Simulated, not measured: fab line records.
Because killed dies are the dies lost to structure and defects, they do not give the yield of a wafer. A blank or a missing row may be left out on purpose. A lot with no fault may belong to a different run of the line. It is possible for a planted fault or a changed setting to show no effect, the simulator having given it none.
Problem report in the 8D (eight disciplines) form, filled by code / flow n5-finfet / the parts of the form that need people (team, actions taken, sign-off) are left out

## 1. WHAT WENT WRONG
At N5_DUMMY_REMOVAL_PRECLEAN_08, temp-c averages 32.29 C over 12 wafers from 4 lots, while fault-free wafers read 29.97 C, standard deviation 0.11. Measured from the usual mean, that is +21 standard deviations.
The step: cleans in NF3:NH3, afs cycles 2, time 20 s, sublimation time 60 s.
The first sign was on wafer L424.1 at day 5 18:16, on remote-plasma-02. The record holds 27 wafers of 9 lots with a number at this step. Rule for "out" (also "out of limits"): further than 4 standard deviations from the usual mean. All remaining wafers that have a number are taken as sound.

## 2. WHAT IT IS, WHAT IT ISN'T
question=which readings at this step | is=temp-c | is not=-
question=which lots | is=L424, L425, L426, L427 | is not=L420, L423, L436, L438, L440
question=which wafers of those lots | is=all that have a number | is not=-
question=read on which tools | is=remote-plasma-02 | is not=remote-plasma-01
question=when | is=from day 5 18:16 | is not=up to then (6 sound wafers); but 9 sound wafers of L436, L438, L440 came after

## 3. SUSPECTS, AND WHAT RULES EACH OUT
Counting: a tool at a process step up to the reading stays a suspect if it ran every lot that is out and no sound lot after the first of them.
- remote-plasma-02 at N5_DUMMY_REMOVAL_PRECLEAN_08 (cleans in NF3:NH3, afs cycles 2, time 20 s, sublimation time 60 s): ruled out as a lasting fault. The sound lots L436, L440 went through it after L424, its earliest lot that is out (day 5 18:16).
Left after counting: nothing in the record.

## 4. THE CAUSE (what the simulator had put in)
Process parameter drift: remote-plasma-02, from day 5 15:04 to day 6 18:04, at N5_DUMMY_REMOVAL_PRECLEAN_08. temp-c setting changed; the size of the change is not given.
Counting ruled it out, wrongly.

## 5. THE CHAIN OF EFFECTS, in route order
One row per reading whose mean, taken over the struck wafers that have a number, lies over 3 standard deviations from the usual. Readings are gone through only where the record gives a usual standard deviation; hours: the median, over the lots, of the time from a lot's start at the first step in this table giving one to that lot's start at this step; sigmas: the change measured in usual standard deviations.
hours=0; step=N5_DUMMY_REMOVAL_PRECLEAN_08; reading=temp-c; usual=29.97 C; on struck wafers=32.29; change=+2.32; sigmas=+21
Process steps it contains:
- N5_DUMMY_REMOVAL_PRECLEAN_08: cleans in NF3:NH3, afs cycles 2, time 20 s, sublimation time 60 s.
Later steps that measure or inspect, where all struck wafers having a row at the step show a number for every such reading and not one has moved that far: N5_BEOL_M4_RC_MEAS_101.

## 6. WHAT WOULD HAVE CAUGHT IT SOONER
3 hours passed between the start of the fault at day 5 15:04 and the first reading out of limits in this record, taken at day 5 18:16.
